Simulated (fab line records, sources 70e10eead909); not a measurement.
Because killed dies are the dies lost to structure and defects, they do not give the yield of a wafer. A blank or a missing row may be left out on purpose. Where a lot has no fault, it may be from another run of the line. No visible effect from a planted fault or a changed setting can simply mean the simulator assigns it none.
fab line records | flow nand-harc
[record] lots = 12 | wafers = 36 | last-day = 34
route steps=1302 shown P_M0@278 P_M1@315 P_M2@344 END@1302
lots with no fault: from the same line, run without faults
start-h: hours from the record's opening day to when the first of the lot's shown wafers began | wait-h: hours elapsed since this lot's preceding step | " the same as in the row above | L1.1+2: a single row standing in for several wafers | - either no value or no given start | * or withheld: withheld | < > ~ a bound
route shown NAME@n: a module of which the file shows steps, and the number in the route of the first | usual: mean/standard deviation taken from wafers without a fault | same: alike in all rows | chamber/n: place in a boat | sites: per-site readings | _std_site: the standard deviation of these | _edge_site: the outer-site mean with the inner-site mean subtracted | radius-mm: how far each site lies from the wafer's centre | mask NAME#n: copy n | behind: the tool/chamber that last shaped the wafer | hold: why the lot went on hold/how many hours it stayed there/how the hold came to an end | device: transistor that didn't switch, given as n, p or np | end of line: the route-end tests of the same wafers | where a step has no rows: the recipe by itself | killed: count of dies lost to structure and defects at first sort (not the wafer's yield) | map: a wafer's dies, marking killed ones x, the rest . and places with no die _
set.NAME: the run value of the setting; set.NAME@STEP: its run value at that earlier step | model.NAME: the simulator's own value behind a step, which no gauge read
route steps across a sampled set of lots; one table per step, one row per wafer
services: when a tool's chamber went out of use (start-h, in hours from the record's first day, below 0 if earlier), for how many hours, and the reason
[[steps]]
[step NHARC_P_M0_CMP_23]
[recipe] t-overpolish-s = 20 | target-thk-nm = 117.54
[usual] edge-zone-pressure-frac = 1.000/0.0048 | motor-current-A = 12.3/1.6 | pad-life-wafers = 198/110 | time-to-endpoint-s = 28.8/2.2
[same] t-overpolish-s = 20
lot.wafer | tool   | chamber | start-h | wait-h | edge-zone-pressure-frac | motor-current-A | pad-life-wafers | time-to-endpoint-s
L182.3    | cmp-01 | 2       | 121.91  | -      | 1.001                   | 14.9            | 108             | 31.7
L182.1    | "      | 0       | "       | "      | 1.000                   | 10.6            | 110             | 28.2
L182.5    | "      | 3       | "       | "      | 0.993                   | 14.4            | -               | 28.7
L183.1    | cmp-03 | 3       | 137.33  | -      | 0.994                   | 10.7            | 276             | 29.7
L183.4    | "      | 0       | "       | "      | 1.003                   | 11.8            | 277             | 28.1
L183.2    | "      | 1       | "       | "      | 1.004                   | 11.7            | 278             | 30.3
L184.1    | cmp-01 | 3       | 155.48  | -      | 0.991                   | 14.5            | 253             | 26.0
L184.4    | "      | 1       | "       | "      | 0.991                   | 12.4            | 255             | 25.0
L184.5    | "      | 2       | "       | "      | 0.996                   | 14.7            | -               | 25.9
L187.2    | cmp-01 | 2       | 177.64  | -      | 0.998                   | 15.1            | 336             | 30.0
L187.1    | "      | 3       | "       | "      | 1.001                   | 14.4            | 337             | 28.3
L187.6    | "      | 3       | "       | "      | 1.008                   | 14.3            | -               | 29.6
L190.2    | cmp-01 | 1       | 207.98  | -      | 0.997                   | 12.7            | 90              | 31.0
L190.3    | "      | 2       | "       | "      | 0.998                   | 14.7            | 91              | 27.8
L190.1    | "      | 3       | "       | "      | 1.000                   | 14.4            | 92              | 28.9
L197.2    | cmp-02 | 1       | 271.84  | -      | 1.002                   | 12.4            | 108             | 24.4
L197.1    | "      | 0       | "       | "      | 0.999                   | 11.3            | 111             | 28.7
L197.6    | "      | 1       | "       | "      | 1.002                   | 11.7            | -               | 27.8
L198.4    | cmp-02 | 3       | 285.87  | -      | 1.001                   | 14.5            | 162             | 29.1
L198.2    | "      | 0       | "       | "      | 1.003                   | 11.3            | 163             | 29.8
L198.6    | "      | 3       | "       | "      | 0.998                   | 13.6            | -               | 28.9
L199.2    | cmp-01 | 2       | 295.22  | -      | 1.001                   | 15.0            | 43              | 25.5
L199.4    | "      | 3       | "       | "      | 0.991                   | 14.2            | 44              | 27.2
L199.1    | "      | 0       | "       | "      | 1.008                   | 10.6            | 45              | 26.2
L200.3    | cmp-01 | 1       | 301.56  | -      | 1.004                   | 12.4            | 60              | 25.7
L200.4    | "      | 3       | "       | "      | 1.011                   | 15.9            | 62              | 25.9
L200.5    | "      | 2       | "       | "      | 0.990                   | 15.2            | -               | 26.5
L202.4    | cmp-02 | 3       | 317.02  | -      | 1.007                   | 14.4            | 264             | 29.3
L202.3    | "      | 1       | "       | "      | 0.999                   | 11.9            | 266             | 27.3
L202.2    | "      | 2       | "       | "      | 1.009                   | 10.3            | 267             | 24.7
L203.3    | cmp-01 | 2       | 329.38  | -      | 0.998                   | 15.0            | 175             | 26.1
L203.2    | "      | 3       | "       | "      | 1.001                   | 14.8            | 176             | 24.9
L203.1    | "      | 0       | "       | "      | 1.005                   | 9.8             | 177             | 24.8
L205.4    | cmp-03 | 2       | 355.84  | -      | 0.999                   | 11.2            | 373             | 26.8
L205.2    | "      | 3       | "       | "      | 1.001                   | 11.4            | 374             | 27.2
L205.6    | "      | 1       | "       | "      | 1.004                   | 11.6            | -               | 25.6
[step NHARC_P_M0_DEP_32]
[recipe] target-thk-a = 300 | temp-c = 370 | target-thk-nm = 30 | pressure-torr = 3 | flow-sccm = 200 | rf-w = 450 | material = SiCN
[usual] heater-power-w = 576/63
lot.wafer | tool     | chamber | start-h | wait-h | heater-power-w
L182.3    | pecvd-02 | 0       | 122.53  | 0.1    | 627
L182.1    | "        | 1       | "       | "      | 580
L182.5    | "        | 0       | "       | "      | 626
L183.2    | pecvd-03 | 1       | 137.95  | 0.1    | 627
L183.1    | "        | 0       | "       | "      | 512
L183.4    | "        | 0       | "       | "      | 513
L184.1    | pecvd-03 | 1       | 156.14  | 0.1    | 581
L184.4    | "        | 1       | "       | "      | 578
L184.5    | "        | 0       | "       | "      | 496
L187.2    | pecvd-01 | 0       | 178.25  | 0.1    | 508
L187.1    | "        | 2       | "       | "      | 640
L187.6    | "        | 1       | "       | "      | 668
L190.2    | pecvd-03 | 0       | 208.60  | 0.1    | 431
L190.3    | "        | 1       | "       | "      | 537
L190.1    | "        | 2       | "       | "      | 698
L197.2    | pecvd-01 | 1       | 272.46  | 0.1    | 580
L197.1    | "        | 2       | "       | "      | 535
L197.6    | "        | 2       | "       | "      | 541
L198.2    | pecvd-02 | 0       | 286.49  | 0.1    | 658
L198.4    | "        | 0       | "       | "      | 654
L198.6    | "        | 2       | "       | "      | 604
L199.2    | pecvd-02 | 1       | 295.81  | 0.1    | 560
L199.1    | "        | 0       | "       | "      | 536
L199.4    | "        | 1       | "       | "      | 557
L200.3    | pecvd-02 | 0       | 302.22  | 0.1    | 624
L200.5    | "        | 0       | "       | "      | 604
L200.4    | "        | 1       | "       | "      | 561
L202.2    | pecvd-02 | 1       | 317.68  | 0.1    | 576
L202.3    | "        | 0       | "       | "      | 612
L202.4    | "        | 1       | "       | "      | 586
L203.3    | pecvd-03 | 2       | 329.97  | 0.1    | 684
L203.2    | "        | 0       | "       | "      | 461
L203.1    | "        | 1       | "       | "      | 640
L205.2    | pecvd-02 | 0       | 356.48  | 0.1    | 589
L205.4    | "        | 2       | "       | "      | 539
L205.6    | "        | 0       | "       | "      | 604
[step NHARC_P_M1_INSPECT_27]
[usual] raw-defect-count = 330/120
lot.wafer | tool              | chamber | start-h | wait-h | raw-defect-count
L182.1    | defect-inspect-01 | -       | 126.58  | 0.0    | 458
L182.3    | "                 | -       | "       | "      | 447
L182.5    | "                 | -       | "       | "      | 269
L183.1    | defect-inspect-02 | -       | 141.94  | 0.0    | 257
L183.2    | "                 | -       | "       | "      | 224
L183.4    | "                 | -       | "       | "      | 271
L184.1    | defect-inspect-02 | -       | 160.34  | 0.0    | 337
L184.4    | "                 | -       | "       | "      | 345
L184.5    | "                 | -       | "       | "      | 286
L187.1    | defect-inspect-01 | -       | 182.25  | 0.0    | 518
L187.2    | "                 | -       | "       | "      | 282
L187.6    | "                 | -       | "       | "      | 269
L190.1    | defect-inspect-02 | -       | 212.60  | 0.0    | 285
L190.2    | "                 | -       | "       | "      | 347
L190.3    | "                 | -       | "       | "      | 314
L197.1    | defect-inspect-02 | -       | 276.48  | 0.0    | 359
L197.2    | "                 | -       | "       | "      | 392
L197.6    | "                 | -       | "       | "      | 388
L198.2    | defect-inspect-02 | -       | 290.41  | 0.0    | 196
L198.4    | "                 | -       | "       | "      | 194
L198.6    | "                 | -       | "       | "      | 157
L199.1    | defect-inspect-02 | -       | 299.83  | 0.0    | 419
L199.2    | "                 | -       | "       | "      | 457
L199.4    | "                 | -       | "       | "      | 415
L200.3    | defect-inspect-02 | -       | 306.22  | 0.0    | 301
L200.4    | "                 | -       | "       | "      | 296
L200.5    | "                 | -       | "       | "      | 477
L202.2    | defect-inspect-02 | -       | 321.75  | 0.0    | 294
L202.3    | "                 | -       | "       | "      | 396
L202.4    | "                 | -       | "       | "      | 399
L203.1    | defect-inspect-02 | -       | 334.03  | 0.0    | 287
L203.2    | "                 | -       | "       | "      | 240
L203.3    | "                 | -       | "       | "      | 227
L205.2    | defect-inspect-02 | -       | 360.55  | 0.0    | 279
L205.4    | "                 | -       | "       | "      | 419
L205.6    | "                 | -       | "       | "      | 459
[step NHARC_P_M2_CMP_23]
[recipe] t-overpolish-s = 20 | target-thk-nm = 144.3
[usual] edge-zone-pressure-frac = 1.000/0.0046 | motor-current-A = 11.7/0.98 | pad-life-wafers = 177/97 | time-to-endpoint-s = 29.7/2.3
[same] t-overpolish-s = 20
lot.wafer | tool   | chamber | start-h | wait-h | edge-zone-pressure-frac | motor-current-A | pad-life-wafers | time-to-endpoint-s
L182.3    | cmp-02 | 0       | 130.33  | -      | 0.998                   | 11.5            | 301             | 27.9
L182.1    | "      | 1       | "       | "      | 0.998                   | 11.4            | 302             | 28.6
L182.5    | "      | 0       | "       | "      | 0.994                   | 11.2            | -               | 27.7
L183.4    | cmp-04 | 0       | 145.98  | -      | 0.992                   | 12.1            | 132             | 29.9
L183.2    | "      | 2       | "       | "      | 0.996                   | 11.5            | 134             | 26.4
L183.1    | "      | 3       | "       | "      | 0.998                   | 11.4            | 135             | 31.8
L184.4    | cmp-02 | 0       | 164.21  | -      | 0.998                   | 11.6            | 62              | 26.1
L184.1    | "      | 1       | "       | "      | 1.000                   | 11.9            | 63              | 25.5
L184.5    | "      | 3       | "       | "      | 1.002                   | 13.8            | -               | 28.0
L187.1    | cmp-02 | 3       | 185.99  | -      | 1.004                   | 14.0            | 120             | 31.7
L187.2    | "      | 2       | "       | "      | 0.994                   | 10.6            | 123             | 28.8
L187.6    | "      | 3       | "       | "      | 0.993                   | 13.7            | -               | 17.4
L190.3    | cmp-02 | 2       | 216.41  | -      | 1.006                   | 10.8            | 192             | 15.9
L190.2    | "      | 3       | "       | "      | 1.004                   | 14.7            | 193             | 32.5
L190.1    | "      | 0       | "       | "      | 1.001                   | 11.5            | 194             | 30.1
L197.2    | cmp-03 | 3       | 280.21  | -      | 0.999                   | 11.3            | 86              | 29.5
L197.1    | "      | 0       | "       | "      | 0.998                   | 12.2            | 87              | 27.5
L197.6    | "      | 1       | "       | "      | 1.002                   | 11.4            | -               | 30.6
L198.4    | cmp-02 | 1       | 294.16  | -      | 0.995                   | 12.0            | 192             | 29.4
L198.2    | "      | 3       | "       | "      | 1.007                   | 13.4            | 194             | 30.4
L198.6    | "      | 2       | "       | "      | 0.993                   | 10.5            | -               | 27.1
L199.2    | cmp-03 | 2       | 303.43  | -      | 0.999                   | 11.0            | 180             | 30.9
L199.1    | "      | 0       | "       | "      | 0.996                   | 13.2            | 182             | 26.8
L199.4    | "      | 1       | "       | "      | 1.008                   | 11.3            | 183             | 30.6
L200.3    | cmp-02 | 0       | 309.89  | -      | 1.007                   | 11.1            | 247             | 30.2
L200.4    | "      | 2       | "       | "      | 0.991                   | 10.6            | 249             | 26.7
L200.5    | "      | 0       | "       | "      | 1.001                   | 10.6            | -               | 30.4
L202.2    | cmp-03 | 0       | 325.30  | -      | 1.003                   | 12.3            | 282             | 27.1
L202.4    | "      | 1       | "       | "      | 0.997                   | 11.6            | 283             | 29.7
L202.3    | "      | 2       | "       | "      | 0.998                   | 10.8            | 284             | 28.4
L203.1    | cmp-03 | 1       | 337.86  | -      | 0.994                   | 11.5            | 330             | 33.6
L203.2    | "      | 3       | "       | "      | 0.997                   | 11.1            | 332             | 30.4
L203.3    | "      | 0       | "       | "      | 0.997                   | 12.3            | 333             | 30.9
L205.4    | cmp-04 | 1       | 364.39  | -      | 0.998                   | 12.7            | 248             | 29.8
L205.2    | "      | 2       | "       | "      | 1.018                   | 11.7            | 249             | 26.4
L205.6    | "      | 0       | "       | "      | 0.995                   | 12.2            | -               | 27.8
[step NHARC_P_M2_THK_MEAS_24]
[recipe] thk-meas-gauge = xrf
[usual] thk-nm = 144.5/1.2
lot.wafer | tool          | chamber | start-h | wait-h | thk-nm
L182.1    | film-metro-02 | -       | 130.62  | -      | 146.1
L182.3    | "             | -       | "       | "      | 144.3
L182.5    | "             | -       | "       | "      | 144.6
L183.1    | film-metro-01 | -       | 146.29  | -      | 143.7
L183.2    | "             | -       | "       | "      | 142.9
L183.4    | "             | -       | "       | "      | 144.5
L184.1    | film-metro-01 | -       | 164.46  | -      | 143.3
L184.4    | "             | -       | "       | "      | 144.0
L184.5    | "             | -       | "       | "      | 143.5
L187.1    | film-metro-01 | -       | 186.30  | -      | 145.1
L187.2    | "             | -       | "       | "      | 144.4
L187.6    | "             | -       | "       | "      | 137.9
L190.1    | film-metro-02 | -       | 216.72  | -      | 146.4
L190.2    | "             | -       | "       | "      | 145.1
L190.3    | "             | -       | "       | "      | 138.1
L197.1    | film-metro-01 | -       | 280.47  | -      | 145.9
L197.2    | "             | -       | "       | "      | 145.6
L197.6    | "             | -       | "       | "      | 144.6
L198.2    | film-metro-02 | -       | 294.47  | -      | 145.4
L198.4    | "             | -       | "       | "      | 145.8
L198.6    | "             | -       | "       | "      | 144.3
L199.1    | film-metro-02 | -       | 303.76  | -      | 143.7
L199.2    | "             | -       | "       | "      | 144.9
L199.4    | "             | -       | "       | "      | 143.1
L200.3    | film-metro-02 | -       | 310.18  | -      | 144.5
L200.4    | "             | -       | "       | "      | 144.5
L200.5    | "             | -       | "       | "      | 141.2
L202.2    | film-metro-02 | -       | 325.62  | -      | 142.3
L202.3    | "             | -       | "       | "      | 145.7
L202.4    | "             | -       | "       | "      | 144.1
L203.1    | film-metro-01 | -       | 338.18  | -      | 144.3
L203.2    | "             | -       | "       | "      | 143.4
L203.3    | "             | -       | "       | "      | 140.9
L205.2    | film-metro-01 | -       | 364.65  | -      | 145.0
L205.4    | "             | -       | "       | "      | 143.4
L205.6    | "             | -       | "       | "      | 143.6
[step NHARC_END_SORT_01]
[recipe] temp-c = 25
[usual] defect-limited-yield = 91/3.4 | killed-at-array = 54/23 | killed-at-other = 1.2/1.5 | killed-at-periphery = 3.9/2.5 | killed-dies = 59/23 | killed-open = 3.2/1.7 | killed-short = 2.4/1.6 | sort_bin_2_pct = 3.0/1.4 | sort_bin_3_pct = 0.7/0.45 | sort_bin_4_pct = 5.0/1.9 | sort-n-pass = 618/23 | sort-rim-yield-pct = 92/3.8 | sort-yield-pct = 91/3.4
[same] gross-dies = 677 | sort_bin_5_pct[%] = 0 | sort_bin_6_pct[%] = 0 | sort_bin_7_pct[%] = 0 | sort_bin_8_pct[%] = 0 | sort-rim-n-gross = 106.00
lot.wafer | tool      | chamber | start-h | wait-h | defect-limited-yield[%] | killed-at-array | killed-at-other | killed-at-periphery | killed-dies | killed-open | killed-short | sort_bin_2_pct[%] | sort_bin_3_pct[%] | sort_bin_4_pct[%] | sort-n-pass | sort-rim-yield-pct[%] | sort-yield-pct[%]
L183.1    | prober-02 | 0       | 573.94  | 2.5    | 91                      | 57              | 1               | 6                   | 64          | 4           | 1            | 2.8               | 0.7               | 5.9               | 613         | 92                    | 91
L183.2    | prober-02 | 0       | 574.74  | 2.8    | 90                      | 65              | 0               | 5                   | 70          | 1           | 2            | 3.1               | 0.9               | 6.4               | 607         | 93                    | 90
L183.4    | prober-02 | 0       | 576.35  | 3.4    | 89                      | 69              | 1               | 7                   | 77          | 3           | 1            | 4.9               | 0.1               | 6.4               | 600         | 91                    | 89
// killed by level:class
L183.1 A_CHANNEL_HOLE_D2:chamber-film-flake=30 A_SLIT:chamber-film-flake=15 P_M1:chamber-film-flake=4 A_CHANNEL_FILL_D1:geometric-particle:open=2 A_CONTACT:geometric-particle:open=2 P_ZERO_WELL:chamber-film-flake=2 A_CONTACT:chamber-film-flake=2 A_M0:chamber-film-flake=2
L183.2 A_CHANNEL_HOLE_D2:chamber-film-flake=42 A_SLIT:chamber-film-flake=19 A_CONTACT:chamber-film-flake=3 P_M1:chamber-film-flake=2 P_GATE:geometric-particle:open=1 P_BONDPAD:geometric-particle:short=1 A_CHANNEL_HOLE_D2:geometric-particle:short=1 P_STI:chamber-film-flake=1
L183.4 A_CHANNEL_HOLE_D2:chamber-film-flake=36 A_SLIT:chamber-film-flake=23 P_M1:chamber-film-flake=4 A_CONTACT:chamber-film-flake=3 A_WL_FILL:chamber-film-flake=2 P_M2:geometric-particle:open=1 A_WL_FILL:geometric-particle:short=1 A_WL_FILL:geometric-particle:open=1
[[services]]
tool     | chamber | start-h | hours | kind
pecvd-02 | 0       | 97.94   | 14.6  | repair
cmp-01   | -       | 128.26  | 0.3   | repair
cmp-02   | -       | 134.50  | 4.0   | pm
cmp-02   | -       | 142.34  | 5.7   | repair
cmp-03   | -       | 149.93  | 1.3   | repair
cmp-03   | -       | 162.00  | 4.0   | pm
pecvd-02 | -       | 180.38  | 2.6   | repair
cmp-01   | -       | 185.59  | 4.0   | pm
cmp-03   | -       | 188.47  | 2.5   | repair
cmp-02   | -       | 199.99  | 13.0  | repair
cmp-01   | -       | 212.35  | 9.5   | repair
pecvd-02 | -       | 227.00  | 13.0  | pm
cmp-02   | -       | 232.50  | 4.0   | pm
cmp-03   | -       | 242.59  | 0.6   | repair
cmp-03   | -       | 260.00  | 4.0   | pm
cmp-01   | -       | 283.59  | 4.0   | pm
cmp-03   | -       | 287.13  | 1.1   | repair
cmp-02   | -       | 310.13  | 0.5   | repair
cmp-02   | -       | 324.33  | 2.4   | repair
cmp-02   | -       | 330.50  | 4.0   | pm
cmp-03   | -       | 333.09  | 2.1   | repair
cmp-02   | -       | 339.13  | 1.5   | repair
cmp-02   | -       | 356.38  | 6.5   | repair
cmp-01   | -       | 361.09  | 1.8   | repair
[[key]]
[first-sign] step = NHARC_P_M2_CMP_23 | reading = time-to-endpoint-s | direction = down | sigmas = 5.6 | usual = * | struck = *
[effect] step = NHARC_P_M2_THK_MEAS_24 | reading = thk-nm | direction = down | sigmas = 5.2 | usual = 144.5 | struck = 138.0
met-at NHARC_P_M2_CMP_23
struck-lots L187,L190
struck-wafers L187.6,L190.3
not-acting-at NHARC_P_M0_CMP_23,NHARC_P_M0_DEP_32,NHARC_P_M1_INSPECT_27
onset-between 164.21 185.99
[fault] kind = process-parameter-drift | tool = cmp-02 | chamber = - | onset-h = 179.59 | steps = NHARC_P_M2_CMP_23 | channel = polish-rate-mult | offset = 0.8 | shape = step | end-h = 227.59 | scope = struck-wafers-only
